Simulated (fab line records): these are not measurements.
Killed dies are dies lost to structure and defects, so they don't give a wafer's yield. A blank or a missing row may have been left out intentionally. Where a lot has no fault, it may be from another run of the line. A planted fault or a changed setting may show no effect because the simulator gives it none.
A single fault, viewed from 2 desks :: flow n5 finfet :: what lay behind the numbers comes last; until then each desk has only its own

AT THE TOOL OWNER'S DESK: litho track-04
The tool's own readings at N5_FIN_CUT_COAT_18 (time 60 s, resist thk 230 nm): means of the sampled wafers that have a number, for each lot that ran on this tool. If a lot's mean is further than 4 standard deviations from the usual mean, the lot is out of limits and carries the mark OUT (the distance appears in the brackets).
Columns: A = heater power total W at N5_FIN_CUT_COAT_18, usual 500.5 W; B = plate temp C at N5_FIN_CUT_COAT_18, usual 249.99 C
lot: L441
first seen here: day 2 10:02
A: 501.1
B: 250.02

lot: L443
first seen here: day 2 20:36
A: 499.3
B: 249.96

lot: L444
first seen here: day 3 02:44
A: 821.7 (+99 or more) OUT
B: 263.53 (+71) OUT

lot: L447
first seen here: day 3 20:22
A: 822.3 (+99 or more) OUT
B: 263.59 (+72) OUT

lot: L460
first seen here: day 7 02:55
A: 501.2
B: 250.19

lot: L461
first seen here: day 7 08:08
A: 501.0
B: 249.71

lot: L462
first seen here: day 7 14:20
A: 500.8
B: 249.89
This desk finds L444, L447 out of limits, L444 being first, at day 3 02:44 (heater power total W at N5_FIN_CUT_COAT_18). L441, L443, L460, L461, L462: within limits.

FROM THE METROLOGY DESK
What the gauges read for every lot (on any tool): the sampled wafers with a number, averaged. If a lot's mean is further than 4 standard deviations from the usual mean, the lot is out of limits and carries the mark OUT (the distance appears in the brackets). Of its 10 readings 7 are shown: those that lie furthest out on some lot.
Columns: A = DIBL_N at N5_BEOL_M4_RC_MEAS_101, usual 36.2 mV/V; B = DIBL_P at N5_BEOL_M4_RC_MEAS_101, usual 36.2 mV/V; C = IOFF_N at N5_BEOL_M4_RC_MEAS_101, usual 0.16 nA/um; D = IOFF_P at N5_BEOL_M4_RC_MEAS_101, usual 0.21 nA/um; E = ION_N at N5_BEOL_M4_RC_MEAS_101, usual 673 uA/um; F = VT_N at N5_BEOL_M4_RC_MEAS_101, usual 250 mV; G = VT_P at N5_BEOL_M4_RC_MEAS_101, usual -251 mV
lot: L441
first seen here: day 7 23:13
A: 37.1
B: 38.2
C: 0.17
D: 0.22
E: 672
F: 247
G: -250

lot: L443
first seen here: day 8 07:13
A: 38.2
B: 40.2
C: 0.25
D: 0.31
E: 699
F: 241
G: -244

lot: L444
first seen here: day 8 10:10
A: 35.3
B: 34.9
C: 0.14
D: 0.19
E: 676
F: 249
G: -252

lot: L447
first seen here: day 9 19:28
A: 37.0
B: 37.4
C: 0.18
D: 0.24
E: 683
F: 248
G: -248

lot: L457
first seen here: day 12 13:05
A: 36.2
B: 36.0
C: 0.16
D: 0.22
E: 674
F: 250
G: -249

lot: L458
first seen here: day 12 17:07
A: 32.4
B: 31.7
C: 0.10
D: 0.14
E: 650
F: 257
G: -256

lot: L460
first seen here: day 12 20:08
A: 35.4
B: 36.0
C: 0.14
D: 0.19
E: 671
F: 252
G: -252

lot: L459
first seen here: day 12 23:57
A: 36.3
B: 34.8
C: 0.15
D: 0.20
E: 671
F: 248
G: -252

lot: L461
first seen here: day 13 14:12
A: 37.0
B: 35.4
C: 0.14
D: 0.22
E: 672
F: 250
G: -249

lot: L462
first seen here: day 13 15:37
A: 36.4
B: 35.9
C: 0.15
D: 0.21
E: 671
F: 251
G: -251
This desk's verdict: no lot among the 10 shows anything out of limits.

PUT TOGETHER
An alarm could have come from the tool owner's desk at day 3 02:44, on L444, L447.
Metrology desk: nothing out of limits seen.
The metrology desk has L444, L447 on record, within its limits.
Of the lots named, all ran N5_FIN_CUT_COAT_18 on litho track-04.

WHAT WAS PUT IN BY THE SIMULATOR
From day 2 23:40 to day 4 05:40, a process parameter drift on litho track-04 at N5_FIN_CUT_COAT_18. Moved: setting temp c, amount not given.
Shown lots that were struck: L444, L447.
Time in hours from fault onset to the first out-of-limits reading at each desk: the tool owner's desk, 3.
